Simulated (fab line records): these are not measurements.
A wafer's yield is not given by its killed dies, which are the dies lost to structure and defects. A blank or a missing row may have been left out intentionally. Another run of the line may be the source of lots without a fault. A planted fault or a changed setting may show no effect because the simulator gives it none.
Comparing a struck lot with a sound one / flow n5 finfet / 14 steps out of a route of 1938
Sound: wafers L631.3, L631.5, L631.6. Struck: wafer L620.5. (L620.3 of the same lot was not struck and is left out.) The cause comes at the end.
Per side, at each step with rows, come the tool, then ch with its chambers, and then its first start. Under that, the readings that differ: sound wafers / struck wafers / difference of the means / sigmas: that difference in standard deviations of wafers without a fault.
alike: a reading whose means differ by less than 2 such deviations, as well as words and numbers matching on both sides. not compared: withheld readings; readings where some wafer has no value; bounds like >300 that might hide an equal value; numbers whose values overlap and for which the record gives no deviation.
Wherever a step has rows on one side only, a row that says differs or no value, or a row with sigmas, the two part there. Non-overlapping numbers with no deviation appear without sigmas and do not part them. A reading that every wafer of one side lacks parts them only if that side has two wafers or more.

N5_BEOL_M15_SPUTTER_45: material Cu, target thk 100 nm, time 16.67 s.
  sound on pvd sputter-01, day 15 22:21; struck on pvd sputter-02, day 12 19:38
reading=throttle valve pct (%); sound=31.8 30.8 29.7; struck=28.9; difference=-1.9; sigmas=-2
  alike: chuck sensor temp C
then, 1 step without rows for these wafers: N5_BEOL_M15_ECD_47 (material Cu, target thk 1860 nm).
N5_BEOL_M15_ANNEAL_48: time 90 s.
  sound on rtp anneal-01 ch 0, day 15 22:48; struck on rtp anneal-02 ch 0, day 12 20:05
  alike: anneal temp c, wafer_temp_C_max
then, 1 step without rows for these wafers: N5_BEOL_M15_CMP_49 (polishes, stops on SiO2, t overpolish 4.9 s, target thk 850 nm).
N5_BEOL_M15_THK_MEAS_50: measures by xrf.
  sound on film metro-02, day 15 23:19; struck on film metro-02, day 12 20:36
  alike: M15_THK
then, 1 step without rows for these wafers: N5_BEOL_M15_PRE_CLEAN_52 (time 15 s).
N5_BEOL_M15_DEP_53: deposits SiCN from 3MS/NH3, target thk 50 nm, time 17.8 s.
  sound on pecvd-03 ch 1,2, day 15 23:23; struck on pecvd-01 ch 2, day 12 20:40
  alike: showerhead plenum p Torr, throttle valve pct
N5_BEOL_M15_RS_MEAS_54: a four-point-probe measurement.
  sound on film metro-01, day 15 23:27; struck on film metro-02, day 12 20:44
  alike: M15_RS
N5_BEOL_M15_INSPECT_55: inspects for defects (darkfield).
  sound on defect inspect-01, day 15 23:28; struck on defect inspect-01, day 12 20:45
  alike: raw defect count
N5_BEOL_M15_RC_MEAS_101:
  sound on prober-02 ch 0, day 15 23:49; struck on prober-01 ch 0, day 12 21:34
reading=COMB_M14 (S/m); sound=4.7e-12 2.7e-12 6.7e-12; struck=3.1e-12; difference=-1.6e-12; sigmas=-2
reading=COMB_M5 (S/m); sound=3.2e-11 2.8e-11 3e-11; struck=6.3e-11; difference=+3.3e-11; sigmas=+4
  alike: COMB_M10, COMB_M11, COMB_M11_max_site, COMB_M12, COMB_M13, COMB_M15, COMB_M6, COMB_M7, COMB_M7_max_site, COMB_M8, COMB_M8_max_site, COMB_M9, SERP_M10, SERP_M11, SERP_M12, SERP_M13, SERP_M13_max_site, SERP_M14, SERP_M5, SERP_M6, SERP_M7, SERP_M8, SERP_M9
N5_PASSIVATION_PECVD_00: deposits SiO2 from SiH4/N2O, target thk 200 nm, time 11.2 s.
  sound on pecvd-01 ch 0,1, day 16 00:28; struck on pecvd-04 ch 1, day 12 22:13
reading=heater power w (W); sound=921 922 530; struck=528; difference=-263; sigmas=-2
  alike: showerhead plenum p Torr, throttle valve pct
then, 1 step without rows for these wafers: N5_MIM_BOT_DEGAS_01 (time 60 s).
N5_MIM_BOT_SPUTTER_00: material TiN, target thk 35 nm, time 89.7 s.
  sound on pvd sputter-03, day 16 01:34; struck on pvd sputter-02, day 13 01:06
reading=model.TiN_of_MIM_BOT_SPUTTER_00.thk nm (nm); sound=34 35 34.8; struck=24.6; difference=-10.0; sigmas=
  alike: throttle valve pct
N5_MIM_TOP_ALD_00: deposits Al2O3, purge time 3 s, co reactant pulse time 3 s.
  sound on ald hk-02 ch 2,3, day 16 01:41; struck on ald hk-03 ch 3, day 13 01:17
  alike: precursor pulse height rel

WHERE THEY PART
First at N5_BEOL_M15_SPUTTER_45; last, within this record, at N5_PASSIVATION_PECVD_00. Later steps at which nothing parts them and some readings are alike: N5_MIM_BOT_SPUTTER_00, N5_MIM_TOP_ALD_00.

WHY: what had been put in by the simulator
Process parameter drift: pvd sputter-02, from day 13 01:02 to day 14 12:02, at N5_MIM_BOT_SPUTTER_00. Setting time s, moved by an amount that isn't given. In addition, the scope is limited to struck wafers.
